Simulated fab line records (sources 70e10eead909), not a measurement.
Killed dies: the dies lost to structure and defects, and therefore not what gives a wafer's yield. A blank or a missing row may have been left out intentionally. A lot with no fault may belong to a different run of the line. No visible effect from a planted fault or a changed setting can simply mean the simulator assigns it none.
Which tool did it? / flow nand harc / 42 wafers from 14 lots sampled at 4 of the route's 1159 steps

== WHAT EACH GAUGE READ, for each wafer ==
Not one reading of a measure or inspect step in the record can be checked against a usual standard deviation.

== WHAT TOOL EACH LOT RAN ON (gives the tool, then ch and the chambers of the sampled wafers, and finally the start) ==
lot=L127; NHARC_A_STAIRCASE_ETCH_170=rie diel-07 ch 0,2,3, day 10 11:34 or earlier; NHARC_A_STAIRCASE_TRIM_16=rie diel-03 ch 1,2,3, day 10 11:34; NHARC_A_STAIRCASE_ETCH_19=rie diel-03 ch 1,2,3, no start; NHARC_A_STAIRCASE_TRIM_26=rie diel-03 ch 1,2,3, no start
lot=L130; NHARC_A_STAIRCASE_ETCH_170=rie diel-03 ch 0,1, day 11 03:54 or earlier; NHARC_A_STAIRCASE_TRIM_16=rie diel-03 ch 0,2, day 11 03:54; NHARC_A_STAIRCASE_ETCH_19=rie diel-03 ch 1,2,3, no start; NHARC_A_STAIRCASE_TRIM_26=rie diel-03 ch 0,2,3, no start
lot=L132; NHARC_A_STAIRCASE_ETCH_170=rie diel-03 ch 0,2,3, day 11 11:35 or earlier; NHARC_A_STAIRCASE_TRIM_16=rie diel-03 ch 0,1,3, day 11 11:35; NHARC_A_STAIRCASE_ETCH_19=rie diel-03 ch 1,2,3, no start; NHARC_A_STAIRCASE_TRIM_26=rie diel-03 ch 1,2, no start
lot=L133; NHARC_A_STAIRCASE_ETCH_170=rie diel-03 ch 0,1,2, day 11 11:47 or earlier; NHARC_A_STAIRCASE_TRIM_16=rie diel-02 ch 0,1,3, day 11 11:47; NHARC_A_STAIRCASE_ETCH_19=rie diel-02 ch 1,2,3, no start; NHARC_A_STAIRCASE_TRIM_26=rie diel-03 ch 1,2, no start
lot=L134; NHARC_A_STAIRCASE_ETCH_170=rie diel-03 ch 1,2,3, day 12 14:13 or earlier; NHARC_A_STAIRCASE_TRIM_16=rie diel-03 ch 0,1,2, day 12 14:13; NHARC_A_STAIRCASE_ETCH_19=rie diel-03 ch 0,1,3, no start; NHARC_A_STAIRCASE_TRIM_26=rie diel-03 ch 0,1,2, no start
lot=L135; NHARC_A_STAIRCASE_ETCH_170=rie diel-02 ch 0,1, day 12 23:11 or earlier; NHARC_A_STAIRCASE_TRIM_16=rie diel-03 ch 1,2, day 12 23:11; NHARC_A_STAIRCASE_ETCH_19=rie diel-03 ch 0,1, no start; NHARC_A_STAIRCASE_TRIM_26=rie diel-03 ch 0,1, no start
lot=L141; NHARC_A_STAIRCASE_ETCH_170=rie diel-03 ch 0,1,2, day 14 02:37 or earlier; NHARC_A_STAIRCASE_TRIM_16=rie diel-07 ch 0,1,3, day 14 02:37; NHARC_A_STAIRCASE_ETCH_19=rie diel-07 ch 0,1, no start; NHARC_A_STAIRCASE_TRIM_26=rie diel-02 ch 0,3, no start
lot=L142; NHARC_A_STAIRCASE_ETCH_170=rie diel-07 ch 1,2, day 14 18:17 or earlier; NHARC_A_STAIRCASE_TRIM_16=rie diel-07 ch 0,2, day 14 18:17; NHARC_A_STAIRCASE_ETCH_19=rie diel-07 ch 0,1,3, no start; NHARC_A_STAIRCASE_TRIM_26=rie diel-07 ch 0,1,3, no start
lot=L145; NHARC_A_STAIRCASE_ETCH_170=rie diel-02 ch 0,1,3, day 15 06:23 or earlier; NHARC_A_STAIRCASE_TRIM_16=rie diel-03 ch 0,1,3, day 15 06:23; NHARC_A_STAIRCASE_ETCH_19=rie diel-03 ch 0,1, no start; NHARC_A_STAIRCASE_TRIM_26=rie diel-07 ch 1,2, no start
lot=L147; NHARC_A_STAIRCASE_ETCH_170=rie diel-02 ch 0,2,3, day 15 19:37 or earlier; NHARC_A_STAIRCASE_TRIM_16=rie diel-07 ch 0,1, day 15 19:37; NHARC_A_STAIRCASE_ETCH_19=rie diel-07 ch 0,1, no start; NHARC_A_STAIRCASE_TRIM_26=rie diel-07 ch 1,2, no start
lot=L148; NHARC_A_STAIRCASE_ETCH_170=rie diel-03 ch 0,1,2, day 15 19:58 or earlier; NHARC_A_STAIRCASE_TRIM_16=rie diel-02 ch 0,2,3, day 15 19:58; NHARC_A_STAIRCASE_ETCH_19=rie diel-02 ch 0,1,2, no start; NHARC_A_STAIRCASE_TRIM_26=rie diel-02 ch 1,2,3, no start
lot=L146; NHARC_A_STAIRCASE_ETCH_170=rie diel-07 ch 0,1,3, day 16 03:47 or earlier; NHARC_A_STAIRCASE_TRIM_16=rie diel-03 ch 0,1,2, day 16 03:47; NHARC_A_STAIRCASE_ETCH_19=rie diel-03 ch 0,1,3, no start; NHARC_A_STAIRCASE_TRIM_26=rie diel-03 ch 0,1,2, no start
lot=L149; NHARC_A_STAIRCASE_ETCH_170=rie diel-07 ch 0,1,2, day 16 09:30 or earlier; NHARC_A_STAIRCASE_TRIM_16=rie diel-07 ch 1,2, day 16 09:30; NHARC_A_STAIRCASE_ETCH_19=rie diel-07 ch 0,1,2, no start; NHARC_A_STAIRCASE_TRIM_26=rie diel-07 ch 0,1,3, no start
lot=L150; NHARC_A_STAIRCASE_ETCH_170=rie diel-03 ch 0,2, day 16 16:07 or earlier; NHARC_A_STAIRCASE_TRIM_16=rie diel-03 ch 0,2, day 16 16:07; NHARC_A_STAIRCASE_ETCH_19=rie diel-03 ch 1,2, no start; NHARC_A_STAIRCASE_TRIM_26=rie diel-03 ch 1,3, no start
- NHARC_A_STAIRCASE_ETCH_170: etches the open film in C4F6/O2, target depth 200 nm, time 66.667 s.
- NHARC_A_STAIRCASE_TRIM_16: chemistry O2, time 211.2 s.
- NHARC_A_STAIRCASE_ETCH_19: etches the open film in C4F8/O2, target depth 100 nm, time 40.5 s.
- NHARC_A_STAIRCASE_TRIM_26: chemistry O2, time 211.2 s.

== AS READ BY THE TOOLS THEMSELVES (means over the sampled wafers that have a number; for cases with no such wafer, the mark the record gives instead) ==
NHARC_A_STAIRCASE_ETCH_170. Usual: drypump motor current A 5.7 A, standard deviation 0.34; oes product au 0.970 a.u., standard deviation 0.015; rf fwd power W 594.9 W, standard deviation 2.4; rf vpp V 546 V, standard deviation 3.7; showerhead plenum p Torr 3.90 Torr, standard deviation 0.18; throttle valve pct 26.904 %, standard deviation 0.009.
lot=L127; tool=rie diel-07; drypump motor current A (A)=6.0; oes product au (a.u.)=0.981; rf fwd power W (W)=595.0; rf vpp V (V)=545; showerhead plenum p Torr (Torr)=3.81; throttle valve pct (%)=26.908; flag=
lot=L130; tool=rie diel-03; drypump motor current A (A)=5.7; oes product au (a.u.)=0.968; rf fwd power W (W)=594.5; rf vpp V (V)=550; showerhead plenum p Torr (Torr)=4.13; throttle valve pct (%)=26.912; flag=
lot=L132; tool=rie diel-03; drypump motor current A (A)=5.8; oes product au (a.u.)=0.974; rf fwd power W (W)=594.8; rf vpp V (V)=548; showerhead plenum p Torr (Torr)=4.01; throttle valve pct (%)=26.908; flag=
lot=L133; tool=rie diel-03; drypump motor current A (A)=5.7; oes product au (a.u.)=0.966; rf fwd power W (W)=594.6; rf vpp V (V)=550; showerhead plenum p Torr (Torr)=4.06; throttle valve pct (%)=26.911; flag=
lot=L134; tool=rie diel-03; drypump motor current A (A)=5.8; oes product au (a.u.)=0.972; rf fwd power W (W)=593.4; rf vpp V (V)=550; showerhead plenum p Torr (Torr)=4.07; throttle valve pct (%)=26.908; flag=
lot=L135; tool=rie diel-02; drypump motor current A (A)=5.6; oes product au (a.u.)=0.943; rf fwd power W (W)=595.4; rf vpp V (V)=543; showerhead plenum p Torr (Torr)=3.75; throttle valve pct (%)=26.902; flag=
lot=L141; tool=rie diel-03; drypump motor current A (A)=5.7; oes product au (a.u.)=0.977; rf fwd power W (W)=595.0; rf vpp V (V)=549; showerhead plenum p Torr (Torr)=4.05; throttle valve pct (%)=26.909; flag=
lot=L142; tool=rie diel-07; drypump motor current A (A)=5.9; oes product au (a.u.)=0.973; rf fwd power W (W)=593.2; rf vpp V (V)=543; showerhead plenum p Torr (Torr)=3.72; throttle valve pct (%)=26.907; flag=
lot=L145; tool=rie diel-02; drypump motor current A (A)=5.4; oes product au (a.u.)=0.975; rf fwd power W (W)=596.4; rf vpp V (V)=543; showerhead plenum p Torr (Torr)=3.76; throttle valve pct (%)=26.905; flag=
lot=L147; tool=rie diel-02; drypump motor current A (A)=5.4; oes product au (a.u.)=0.975; rf fwd power W (W)=594.9; rf vpp V (V)=544; showerhead plenum p Torr (Torr)=3.75; throttle valve pct (%)=26.895; flag=
lot=L148; tool=rie diel-03; drypump motor current A (A)=5.7; oes product au (a.u.)=0.959; rf fwd power W (W)=596.3; rf vpp V (V)=549; showerhead plenum p Torr (Torr)=4.04; throttle valve pct (%)=26.910; flag=
lot=L146; tool=rie diel-07; drypump motor current A (A)=5.9; oes product au (a.u.)=0.982; rf fwd power W (W)=594.0; rf vpp V (V)=548; showerhead plenum p Torr (Torr)=3.96; throttle valve pct (%)=26.904; flag=
lot=L149; tool=rie diel-07; drypump motor current A (A)=6.0; oes product au (a.u.)=0.977; rf fwd power W (W)=593.7; rf vpp V (V)=546; showerhead plenum p Torr (Torr)=3.87; throttle valve pct (%)=26.895; flag=
lot=L150; tool=rie diel-03; drypump motor current A (A)=5.7; oes product au (a.u.)=0.934; rf fwd power W (W)=594.9; rf vpp V (V)=548; showerhead plenum p Torr (Torr)=3.97; throttle valve pct (%)=26.897; flag=

NHARC_A_STAIRCASE_TRIM_16. Usual: drypump motor current A 5.7 A, standard deviation 0.33; oes product au 0.999 a.u., standard deviation 0.0073; rf vpp V 57.6 V, standard deviation 0.84; showerhead plenum p Torr 3.51 Torr, standard deviation 0.16; throttle valve pct 17.037 %, standard deviation 0.0085.
lot=L127; tool=rie diel-03; drypump motor current A (A)=5.9; oes product au (a.u.)=1.002; rf vpp V (V)=57.9; showerhead plenum p Torr (Torr)=3.67; throttle valve pct (%)=17.030; flag=
lot=L130; tool=rie diel-03; drypump motor current A (A)=5.7; oes product au (a.u.)=0.999; rf vpp V (V)=57.6; showerhead plenum p Torr (Torr)=3.60; throttle valve pct (%)=17.036; flag=
lot=L132; tool=rie diel-03; drypump motor current A (A)=5.8; oes product au (a.u.)=1.000; rf vpp V (V)=57.9; showerhead plenum p Torr (Torr)=3.67; throttle valve pct (%)=17.037; flag=
lot=L133; tool=rie diel-02; drypump motor current A (A)=5.4; oes product au (a.u.)=1.004; rf vpp V (V)=57.2; showerhead plenum p Torr (Torr)=3.39; throttle valve pct (%)=17.040; flag=
lot=L134; tool=rie diel-03; drypump motor current A (A)=5.7; oes product au (a.u.)=1.130; rf vpp V (V)=58.6; showerhead plenum p Torr (Torr)=3.65; throttle valve pct (%)=17.030; flag=OFF
lot=L135; tool=rie diel-03; drypump motor current A (A)=5.8; oes product au (a.u.)=1.137; rf vpp V (V)=57.1; showerhead plenum p Torr (Torr)=3.65; throttle valve pct (%)=17.038; flag=OFF
lot=L141; tool=rie diel-07; drypump motor current A (A)=5.9; oes product au (a.u.)=0.988; rf vpp V (V)=58.1; showerhead plenum p Torr (Torr)=3.57; throttle valve pct (%)=17.040; flag=
lot=L142; tool=rie diel-07; drypump motor current A (A)=6.2; oes product au (a.u.)=0.997; rf vpp V (V)=57.1; showerhead plenum p Torr (Torr)=3.50; throttle valve pct (%)=17.034; flag=
lot=L145; tool=rie diel-03; drypump motor current A (A)=5.8; oes product au (a.u.)=0.988; rf vpp V (V)=57.9; showerhead plenum p Torr (Torr)=3.65; throttle valve pct (%)=17.043; flag=
lot=L147; tool=rie diel-07; drypump motor current A (A)=5.8; oes product au (a.u.)=0.999; rf vpp V (V)=57.3; showerhead plenum p Torr (Torr)=3.47; throttle valve pct (%)=17.031; flag=
lot=L148; tool=rie diel-02; drypump motor current A (A)=5.4; oes product au (a.u.)=0.999; rf vpp V (V)=58.1; showerhead plenum p Torr (Torr)=3.37; throttle valve pct (%)=17.035; flag=
lot=L146; tool=rie diel-03; drypump motor current A (A)=5.7; oes product au (a.u.)=1.001; rf vpp V (V)=57.9; showerhead plenum p Torr (Torr)=3.63; throttle valve pct (%)=17.041; flag=
lot=L149; tool=rie diel-07; drypump motor current A (A)=5.8; oes product au (a.u.)=0.996; rf vpp V (V)=57.3; showerhead plenum p Torr (Torr)=3.32; throttle valve pct (%)=17.039; flag=
lot=L150; tool=rie diel-03; drypump motor current A (A)=5.7; oes product au (a.u.)=1.002; rf vpp V (V)=59.3; showerhead plenum p Torr (Torr)=3.57; throttle valve pct (%)=17.035; flag=

NHARC_A_STAIRCASE_ETCH_19. Usual: oes product au 0.941 a.u., standard deviation 0.011; rf fwd power W 592 W, standard deviation 3; rf vpp V 895 V, standard deviation 5.9.
lot=L127; tool=rie diel-03; oes product au (a.u.)=0.937; rf fwd power W (W)=593; rf vpp V (V)=902; flag=
lot=L130; tool=rie diel-03; oes product au (a.u.)=0.940; rf fwd power W (W)=592; rf vpp V (V)=901; flag=
lot=L132; tool=rie diel-03; oes product au (a.u.)=0.949; rf fwd power W (W)=589; rf vpp V (V)=901; flag=
lot=L133; tool=rie diel-02; oes product au (a.u.)=0.939; rf fwd power W (W)=593; rf vpp V (V)=889; flag=
lot=L134; tool=rie diel-03; oes product au (a.u.)=0.944; rf fwd power W (W)=591; rf vpp V (V)=901; flag=
lot=L135; tool=rie diel-03; oes product au (a.u.)=0.961; rf fwd power W (W)=593; rf vpp V (V)=902; flag=
lot=L141; tool=rie diel-07; oes product au (a.u.)=0.936; rf fwd power W (W)=592; rf vpp V (V)=893; flag=
lot=L142; tool=rie diel-07; oes product au (a.u.)=0.939; rf fwd power W (W)=592; rf vpp V (V)=898; flag=
lot=L145; tool=rie diel-03; oes product au (a.u.)=0.930; rf fwd power W (W)=593; rf vpp V (V)=899; flag=
lot=L147; tool=rie diel-07; oes product au (a.u.)=0.946; rf fwd power W (W)=591; rf vpp V (V)=893; flag=
lot=L148; tool=rie diel-02; oes product au (a.u.)=0.930; rf fwd power W (W)=590; rf vpp V (V)=890; flag=
lot=L146; tool=rie diel-03; oes product au (a.u.)=0.936; rf fwd power W (W)=592; rf vpp V (V)=899; flag=
lot=L149; tool=rie diel-07; oes product au (a.u.)=0.949; rf fwd power W (W)=590; rf vpp V (V)=894; flag=
lot=L150; tool=rie diel-03; oes product au (a.u.)=0.934; rf fwd power W (W)=589; rf vpp V (V)=901; flag=

NHARC_A_STAIRCASE_TRIM_26. Usual: drypump motor current A 5.7 A, standard deviation 0.33; oes product au 0.999 a.u., standard deviation 0.0075; rf vpp V 57.7 V, standard deviation 0.94; showerhead plenum p Torr 3.52 Torr, standard deviation 0.16; throttle valve pct 17.037 %, standard deviation 0.01.
lot=L127; tool=rie diel-03; drypump motor current A (A)=5.9; oes product au (a.u.)=0.998; rf vpp V (V)=57.3; showerhead plenum p Torr (Torr)=3.67; throttle valve pct (%)=17.029; flag=
lot=L130; tool=rie diel-03; drypump motor current A (A)=5.8; oes product au (a.u.)=1.004; rf vpp V (V)=58.2; showerhead plenum p Torr (Torr)=3.61; throttle valve pct (%)=17.041; flag=
lot=L132; tool=rie diel-03; drypump motor current A (A)=5.8; oes product au (a.u.)=1.005; rf vpp V (V)=58.0; showerhead plenum p Torr (Torr)=3.71; throttle valve pct (%)=17.043; flag=
lot=L133; tool=rie diel-03; drypump motor current A (A)=5.8; oes product au (a.u.)=1.001; rf vpp V (V)=58.1; showerhead plenum p Torr (Torr)=3.66; throttle valve pct (%)=17.031; flag=
lot=L134; tool=rie diel-03; drypump motor current A (A)=5.7; oes product au (a.u.)=0.999; rf vpp V (V)=58.2; showerhead plenum p Torr (Torr)=3.65; throttle valve pct (%)=17.038; flag=
lot=L135; tool=rie diel-03; drypump motor current A (A)=5.6; oes product au (a.u.)=0.994; rf vpp V (V)=58.3; showerhead plenum p Torr (Torr)=3.65; throttle valve pct (%)=17.039; flag=
lot=L141; tool=rie diel-02; drypump motor current A (A)=5.3; oes product au (a.u.)=1.006; rf vpp V (V)=56.8; showerhead plenum p Torr (Torr)=3.39; throttle valve pct (%)=17.049; flag=
lot=L142; tool=rie diel-07; drypump motor current A (A)=5.9; oes product au (a.u.)=0.998; rf vpp V (V)=57.9; showerhead plenum p Torr (Torr)=3.57; throttle valve pct (%)=17.033; flag=
lot=L145; tool=rie diel-07; drypump motor current A (A)=5.9; oes product au (a.u.)=1.001; rf vpp V (V)=57.3; showerhead plenum p Torr (Torr)=3.34; throttle valve pct (%)=17.039; flag=
lot=L147; tool=rie diel-07; drypump motor current A (A)=5.8; oes product au (a.u.)=0.998; rf vpp V (V)=57.1; showerhead plenum p Torr (Torr)=3.32; throttle valve pct (%)=17.040; flag=
lot=L148; tool=rie diel-02; drypump motor current A (A)=5.3; oes product au (a.u.)=1.000; rf vpp V (V)=57.0; showerhead plenum p Torr (Torr)=3.33; throttle valve pct (%)=17.037; flag=
lot=L146; tool=rie diel-03; drypump motor current A (A)=5.7; oes product au (a.u.)=0.999; rf vpp V (V)=57.5; showerhead plenum p Torr (Torr)=3.63; throttle valve pct (%)=17.037; flag=
lot=L149; tool=rie diel-07; drypump motor current A (A)=5.9; oes product au (a.u.)=0.995; rf vpp V (V)=57.6; showerhead plenum p Torr (Torr)=3.56; throttle valve pct (%)=17.038; flag=
lot=L150; tool=rie diel-03; drypump motor current A (A)=6.0; oes product au (a.u.)=0.997; rf vpp V (V)=57.9; showerhead plenum p Torr (Torr)=3.65; throttle valve pct (%)=17.039; flag=

== THE ANSWER, worked out from the rows above alone ==
Rule: lot off if the mean of its wafers having a number is beyond 3 standard deviations from the usual mean. A lot without any number at a reading at which 4 lots or more have one is off too. All remaining lots with rows at the step are treated as sound. Order of review: gauges by route order, followed by the tools' own readings, for which a lot's mean as printed above is used. At the first step where some lot is off, the reading lying furthest off is the one used; lots without a number count as furthest.
Off: L134, L135, at NHARC_A_STAIRCASE_TRIM_16 (oes product au).
A tool fits if, at that step or a process step before it, it ran every lot that is off, and no sound lot after the first of them. NHARC_A_STAIRCASE_ETCH_170 gives no start for some lots, so the hours and the order of its lots are those of NHARC_A_STAIRCASE_TRIM_16. No candidate that was tried fits.

== WHAT THE SIMULATOR PUT IN ==
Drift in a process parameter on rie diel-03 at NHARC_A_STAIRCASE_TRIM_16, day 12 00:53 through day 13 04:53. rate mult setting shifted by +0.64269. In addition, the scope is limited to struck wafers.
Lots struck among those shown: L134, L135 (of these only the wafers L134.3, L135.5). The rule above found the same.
